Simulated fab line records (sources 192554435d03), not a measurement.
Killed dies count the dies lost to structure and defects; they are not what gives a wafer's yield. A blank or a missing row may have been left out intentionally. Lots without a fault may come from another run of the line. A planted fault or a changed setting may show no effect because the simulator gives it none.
A struck lot beside a sound one -- flow n5Finfet -- 38 steps out of a route of 1938
Sound: the wafers L680.1, L680.3, L680.6. The struck wafers were L691.2, L691.3, L691.5. The cause is named last.
Per side, at each step with rows, come the tool, then ch with its chambers, and then its first start. Under that, the readings that differ: sound wafers -- struck wafers -- difference of the means -- sigmas: that difference in standard deviations of wafers without a fault.
alike: readings whose means differ by less than 2 such deviations, and words and numbers that are the same on both sides. not compared: withheld readings, readings that some wafer has no value for, bounds like >300 that may hide the same value, and numbers for which the record gives no deviation and whose values overlap.
The two part at a step that has a row with sigmas, a row that says differs or no value, or rows on one side only. Numbers that have no deviation but don't overlap get no sigmas and don't part them. A reading that every wafer of one side lacks parts them only if that side has two wafers or more.

first, 9 steps without rows for these wafers: N5_BEOL_M4_ANNEAL_95 (time 240 s); N5_BEOL_M4_SPUTTER_96 (material Cu, target thk 4.5 nm, time 8.29 s); N5_BEOL_M4_ECD_50 (material Cu, target thk 300 nm); N5_BEOL_M4_ANNEAL_51 (time 90 s); N5_BEOL_M4_CMP_52 (polishes, stops on SiOC, t overpolish 6.8 s, target thk 40 nm); N5_BEOL_M4_PRE_CLEAN_60 (time 15 s); N5_BEOL_M4_CO_CAP_55 (material Co, precursor CCTBA/H2, target thk 2 nm, time 102.1 s); N5_BEOL_M4_PRE_CLEAN_56 (time 15 s); N5_BEOL_M4_DEP_57 (deposits SiCN from 3MS/NH3, target thk 8 nm, time 14 s).
N5_BEOL_M4_RC_MEAS_101:
  sound on prober-02 ch 0, day 8 14:02; struck on prober-02 ch 0, day 11 15:24
reading,sound,struck,difference,sigmas
VT_N (mV),252.4 254.7 253.5,242.1 247.9 246.3,-8.1,-3
  alike: DIBL_N, DIBL_P, IOFF_N, IOFF_P, ION_N, ION_P, SS_N, SS_P, VT_P
then, 24 steps without rows for these wafers: N5_BEOL_M5_ILD_DEP_00 (deposits SiCOH lowk from DEMS/porogen, target thk 140.64 nm, time 25.9 s); N5_BEOL_M5_CURE_79 (cures SiCOH lowk, time 240 s); N5_BEOL_M5_PECVD_70 (deposits SiO2 from TEOS/O2, target thk 16 nm, time 18 s); N5_BEOL_M5_HM_DEP_02 (deposits TiN, target thk 20 nm); N5_BEOL_M5_COAT_59 (time 60 s, resist thk 60 nm); N5_BEOL_M5_COAT_60 (time 60 s, resist thk 12 nm); N5_BEOL_M5_COAT_71 (time 60 s, resist thk 5 nm); N5_BEOL_M5_COAT_05 (resist thk 30 nm); N5_BEOL_M5_EBR_07; N5_BEOL_M5_SOFTBAKE_06 (time 60 s); N5_BEOL_M5_EXPOSE_08 (exposes mask M5, target cd 28 nm); N5_BEOL_M5_PEB_09 (peb time 60 s); N5_BEOL_M5_DEVELOP_10 (develop time 30 s); N5_BEOL_M5_DESCUM_16 (chemistry O2, time 7 s); N5_BEOL_M5_ETCH_72 (etches underlayer in N2/H2, target depth 6.5 nm, time 5.2 s); N5_BEOL_M5_ETCH_61 (etches SiARC in CF4, target depth 15.6 nm, time 26 s); N5_BEOL_M5_ETCH_62 (etches SOC in N2/H2, target depth 75 nm, overetch 15 nm, time 112.5 s); N5_BEOL_M5_STRIP_63 (strips in N2/H2); N5_BEOL_M5_STRIP_73 (strips in N2/H2); N5_BEOL_M5_STRIP_64 (strips in CF4); N5_BEOL_M5_HM_OPEN_17 (chemistry Cl2/BCl3, target TiN, target depth 20 nm, overetch 6 nm); N5_BEOL_M5_STRIP_19 (strips in O2); N5_BEOL_M5_COAT_65 (time 60 s, resist thk 60 nm); N5_BEOL_M5_COAT_66 (time 60 s, resist thk 12 nm).
N5_BEOL_M5_TRENCH_ETCH_37: etches SiCOH lowk in C4F6/O2, target depth 71.652 nm, time 24.7 s.
  sound on rieDiel-02 ch 2,3, day 8 20:19; struck on rieDiel-06 ch 1, day 11 20:53
  no value came back on the struck wafers for any of 9 readings (C4F6_flow_sccm (sccm), O2_flow_sccm (sccm) and others); on the sound wafers C4F6_flow_sccm (sccm) reads 10.01 10.00 9.98
reading,sound,struck,difference,sigmas
model.TiN_of_BEOL_M5_HM_DEP_02.thkNm (nm),17.8 17.8 17.8,19.6 19.6 19.6,+1.8,
  not compared: rfHoursCounterH
N5_BEOL_M5_OCD_MEAS_38:
  sound: ocd-02 at day 8 20:28; struck: ocd-02 at day 11 21:06
reading,sound,struck,difference,sigmas
trenchDepthNm (nm),75.3 70.2 74.5,0 0.3 0.3,-73,-52
N5_BEOL_M5_CMP_52: polishes, stops on SiCOH lowk, t overpolish 6.9 s, target thk 62 nm.
  sound on cmp-01 ch 1,2,3, day 9 04:27; struck on cmp-03 ch 0,1,3, day 12 03:40
reading,sound,struck,difference,sigmas
model.Cu_of_BEOL_M5_ECD_50.thkNm (nm),66.4 61.8 66.6,0 0 0,-65,
  alike: motorCurrentA, retainingRingPressureFrac
-- record jumps: 4 days separate the struck wafers' starts on either side; left off in module BEOL_M5, taken up again in module PASSIVATION, whose first shown step is the route's number 1936 --
N5_PASSIVATION_PROBE_49:
  rows exist in the record for the struck wafers here (prober-02, day 15 22:50), but not for the sound ones

== WHERE THEY PART ==
Last at N5_PASSIVATION_PROBE_49 as far as this record goes, first at N5_BEOL_M4_RC_MEAS_101.

WHY: what the simulator had put in
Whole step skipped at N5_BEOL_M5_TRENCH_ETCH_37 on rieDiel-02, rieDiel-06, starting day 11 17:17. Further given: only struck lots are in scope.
